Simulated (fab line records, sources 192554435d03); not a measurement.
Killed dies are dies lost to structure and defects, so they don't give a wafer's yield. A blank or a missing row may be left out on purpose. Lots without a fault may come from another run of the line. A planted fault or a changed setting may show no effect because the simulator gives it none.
Split-lot experiment | flow n5_finfet | 7 lots, 39 wafers read, on a route of 1938 steps

THE SPLIT
At N5_MOL_CONTACT_COAG_ALD_133 (deposits SiO2, target thk 5 nm, pulse time 1 s, co reactant pulse time 1 s), the setting ald_cycles was moved away from the recipe's 35 on 9 of the 39 wafers read, by -60.0% to +17.1%. The other wafers ran this setting at the recipe's value.

The reading is taken at the split's own step.

THE READING
SiO2_of_MOL_CONTACT_COAG_ALD_133.thk_nm (the simulator's own value, which no gauge read), in nm, at N5_MOL_CONTACT_COAG_ALD_133 (deposits SiO2, target thk 5 nm, pulse time 1 s, co reactant pulse time 1 s). The file gives no usual value for it.

wafer  | tool, chamber at the split | ald_cycles as run | against the recipe | SiO2_of_MOL_CONTACT_COAG_ALD_133.thk_nm, nm | against lot-mates on the recipe
L074.1 | ald_sin-01, 3,0,2,1,1,0    | 35                | recipe             | 5                                           | -
L074.2 | ald_sin-01, 3,0,2,1,1,0    | 35                | recipe             | 5                                           | -
L074.3 | ald_sin-01, 3,0,2,1,1,0    | 35                | recipe             | 5                                           | -
L074.4 | ald_sin-01, 3,0,2,1,1,0    | 35                | recipe             | 5                                           | -
L074.5 | ald_sin-01, 3,0,2,1,1,0    | 35                | recipe             | 5                                           | -
L074.6 | ald_sin-01, 3,0,2,1,1,0    | 35                | recipe             | 5                                           | -
L075.1 | ald_sin-03, 3,1,0,2,1,2    | 35                | recipe             | 5                                           | -
L075.2 | ald_sin-03, 3,1,0,2,1,2    | 35                | recipe             | 5                                           | -
L075.3 | ald_sin-03, 3,1,0,2,1,2    | 35                | recipe             | 5                                           | -
L075.4 | ald_sin-03, 3,1,0,2,1,2    | 35                | recipe             | 5                                           | -
L075.5 | ald_sin-03, 3,1,0,2,1,2    | 35                | recipe             | 5                                           | -
L075.6 | ald_sin-03, 3,1,0,2,1,2    | 35                | recipe             | 5                                           | -
L076.1 | ald_sin-01, 3,2,1          | 41                | +17.1%             | 5.8                                         | +0.8
L076.4 | ald_sin-01, 3,2,1          | 41                | +17.1%             | 5.8                                         | +0.8
L076.6 | ald_sin-01, 3,2,1          | 41                | +17.1%             | 5.8                                         | +0.8
L076.2 | ald_sin-01, 0,1,2          | 35                | recipe             | 5                                           | -
L076.3 | ald_sin-01, 0,1,2          | 35                | recipe             | 5                                           | -
L076.5 | ald_sin-01, 0,1,2          | 35                | recipe             | 5                                           | -
L077.1 | ald_sin-04, 3,0,1,2,2,1    | 35                | recipe             | 5                                           | -
L077.2 | ald_sin-04, 3,0,1,2,2,1    | 35                | recipe             | 5                                           | -
L077.3 | ald_sin-04, 3,0,1,2,2,1    | 35                | recipe             | 5                                           | -
L077.4 | ald_sin-04, 3,0,1,2,2,1    | 35                | recipe             | 5                                           | -
L077.5 | ald_sin-04, 3,0,1,2,2,1    | 35                | recipe             | 5                                           | -
L077.6 | ald_sin-04, 3,0,1,2,2,1    | 35                | recipe             | 5                                           | -
L088.1 | ald_sin-03, 1,0            | 23                | -34.3%             | 3.2                                         | -1.8
L088.5 | ald_sin-03, 1,0            | 23                | -34.3%             | 3.2                                         | -1.8
L088.2 | ald_sin-03, 2,3,1          | 35                | recipe             | 5                                           | -
L088.4 | ald_sin-03, 2,3,1          | 35                | recipe             | 5                                           | -
L088.6 | ald_sin-03, 2,3,1          | 35                | recipe             | 5                                           | -
L088.3 | ald_sin-03, 0              | 23                | -34.3%             | 3.4                                         | -1.6
L090.1 | ald_sin-03, 1,0,2          | 14                | -60.0%             | 2                                           | -3.0
L090.3 | ald_sin-03, 1,0,2          | 14                | -60.0%             | 2                                           | -3.0
L090.5 | ald_sin-03, 1,0,2          | 14                | -60.0%             | 2                                           | -3.0
L090.2 | ald_sin-03, 2,3,3          | 35                | recipe             | 5                                           | -
L090.4 | ald_sin-03, 2,3,3          | 35                | recipe             | 5                                           | -
L090.6 | ald_sin-03, 2,3,3          | 35                | recipe             | 5                                           | -
L092.4 | ald_sin-01, 3,0,1          | 35                | recipe             | 5                                           | -
L092.5 | ald_sin-01, 3,0,1          | 35                | recipe             | 5                                           | -
L092.6 | ald_sin-01, 3,0,1          | 35                | recipe             | 5                                           | -
Where a row lists several chambers, the file gives one row for several wafers and doesn't say which wafer went through which chamber.

THE FIT
A straight line over all 39 wafers: SiO2_of_MOL_CONTACT_COAG_ALD_133.thk_nm changes by +0.0498 nm for each +1% of ald_cycles; r = +1.00; the points scatter about the line by 0.031 nm.
The same after taking each lot's own level away (the mean of its wafers on the recipe; 39 wafers): +0.0498 nm for each +1%; r = +1.00; scatter 0.031 nm.
On that fit, the largest move of ald_cycles shifts the reading by 3 nm.
The lots' own levels span 5.00 to 5.00 nm.
So the lot-to-lot level changes the slope little: the two slopes agree.
Check: with one of the wafers moved furthest among these (-60.0%) left out of the fit, the line predicts -3 nm for it against its lot-mates. It came out at -3 nm against them.

OTHER SPLITS ON THESE WAFERS
These wafers also went through other splits before the reading. Each is held against what the fit with the lots' levels taken away leaves over:
other split on the same wafers             | wafers away from the commonest value | r with SiO2_of_MOL_CONTACT_COAG_ALD_133.thk_nm (lot level and that fit taken away)
N5_ZERO_LAYER_PECVD_02 time_s              | 12                                   | -0.03
N5_FIN_SAQP_MANDREL_ETCH_22 target_depth_a | 12                                   | +0.18
N5_SD_EPI_N_EPI_21 epi_growth_time_s       | 18                                   | +0.07
N5_HKMG_FIN_ETCH_55 time_s                 | 15                                   | -0.32

THE FILE'S OWN FIT
SiO2_of_MOL_CONTACT_COAG_ALD_133.thk_nm changes by +0.0499 nm for each +1% of ald_cycles, r = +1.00.
